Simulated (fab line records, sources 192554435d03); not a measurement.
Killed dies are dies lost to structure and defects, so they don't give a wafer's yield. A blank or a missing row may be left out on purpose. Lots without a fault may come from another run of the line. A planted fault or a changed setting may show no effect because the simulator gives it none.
A struck lot beside a sound one | flow n5_finfet | 15 steps out of a route of 1938
Sound: wafers L274.1, L274.5, L274.6. Struck: wafer L267.3. (L267.5 of the same lot was not struck and is left out.) The cause comes at the end.
At each step with rows: each side's tool, then ch and its chambers, then its first start. Under that, the readings that differ: sound wafers | struck wafers | difference of the means | sigmas: that difference in standard deviations of wafers without a fault.
alike: readings whose means differ by less than 2 such deviations, and words and numbers that are the same on both sides. not compared: withheld readings, readings that some wafer has no value for, bounds like >300 that may hide the same value, and numbers for which the record gives no deviation and whose values overlap.
The two part at a step that has a row with sigmas, a row that says differs or no value, or rows on one side only. Numbers that don't overlap but have no deviation are shown without sigmas and don't part them. A reading that every wafer of one side lacks parts them only if that side has two wafers or more.

first, 8 steps without rows for these wafers: N5_PASSIVATION_HMDS_37 (time 60 s); N5_PASSIVATION_COAT_38; N5_PASSIVATION_EBR_40; N5_PASSIVATION_SOFTBAKE_39 (time 120 s); N5_PASSIVATION_EXPOSE_41 (exposes mask PASS OPEN, defocus 0 nm, target cd 40000 nm); N5_PASSIVATION_PEB_42; N5_PASSIVATION_DEVELOP_43 (develop time 60 s); N5_PASSIVATION_HARDBAKE_45 (time 120 s).
N5_PASSIVATION_CD_MEAS_44: target cd 40000 nm.
  sound on cd_sem-03 ch 0, day 17 21:47; struck on cd_sem-01 ch 0, day 15 00:40
  alike: cd_nm
N5_PASSIVATION_OVL_MEAS_66:
  sound on overlay-01 ch 0, day 17 21:49; struck on overlay-02 ch 0, day 15 00:42
  alike: PASS_OPEN_OVL
N5_PASSIVATION_INSPECT_67: inspects for defects (macro).
  sound on defect_inspect-01, day 17 21:50; struck on defect_inspect-02, day 15 00:44
  alike: raw_defect_count
N5_PASSIVATION_DESCUM_46: chemistry O2, time 7.9 s.
  sound on rie_diel-04 ch 0,3, day 17 21:52; struck on rie_diel-06 ch 0, day 15 00:55
  reading      | sound             | struck | difference | sigmas
  rf_vpp_V (V) | 242.8 240.3 244.2 | 247.7  | +5.3       | +4
  alike: drypump_motor_current_A, oes_product_au, showerhead_plenum_p_Torr, throttle_valve_pct
  not compared: rf_hours_counter_h
N5_PASSIVATION_PASS_ETCH_47: etches SiNx in CF4/O2, target depth 770 nm, time 385 s.
  sound on rie_diel-04 ch 0,3, day 17 21:54; struck on rie_diel-06 ch 0, day 15 00:57
  reading                         | sound             | struck | difference | sigmas
  rf_vpp_V (V)                    | 251 240 251       | 234    | -13        | -2
  run_length_s (s)                | 408.3 409.4 408.2 | 367.6  | -41.0      | -85
  showerhead_plenum_p_Torr (Torr) | 2.20 2.09 2.20    | 2.33   | +0.17      | +2
  model.etch.depth_nm (nm)        | 756.8 789.3 758.3 | 716.9  | -51.2      |
  alike: drypump_motor_current_A, oes_f_703_au, oes_o_777_au, oes_product_au, throttle_valve_pct
  not compared: rf_hours_counter_h
N5_PASSIVATION_ETCH_54: etches SiO2 in CHF3/O2, target depth 880 nm, time 440 s.
  sound on rie_diel-04 ch 0,3, day 17 22:08; struck on rie_diel-06 ch 0, day 15 01:11
  reading                         | sound          | struck | difference | sigmas
  rf_vpp_V (V)                    | 547 522 547    | 507    | -32        | -2
  showerhead_plenum_p_Torr (Torr) | 2.41 2.28 2.41 | 2.54   | +0.17      | +2
  alike: drypump_motor_current_A, oes_f_703_au, oes_o_777_au, oes_product_au, throttle_valve_pct
  not compared: rf_hours_counter_h
then, 1 step without rows for these wafers: N5_PASSIVATION_PROBE_49.

WHERE THEY PART
First at N5_PASSIVATION_DESCUM_46; last, within this record, at N5_PASSIVATION_ETCH_54.

WHY: what the simulator had put in
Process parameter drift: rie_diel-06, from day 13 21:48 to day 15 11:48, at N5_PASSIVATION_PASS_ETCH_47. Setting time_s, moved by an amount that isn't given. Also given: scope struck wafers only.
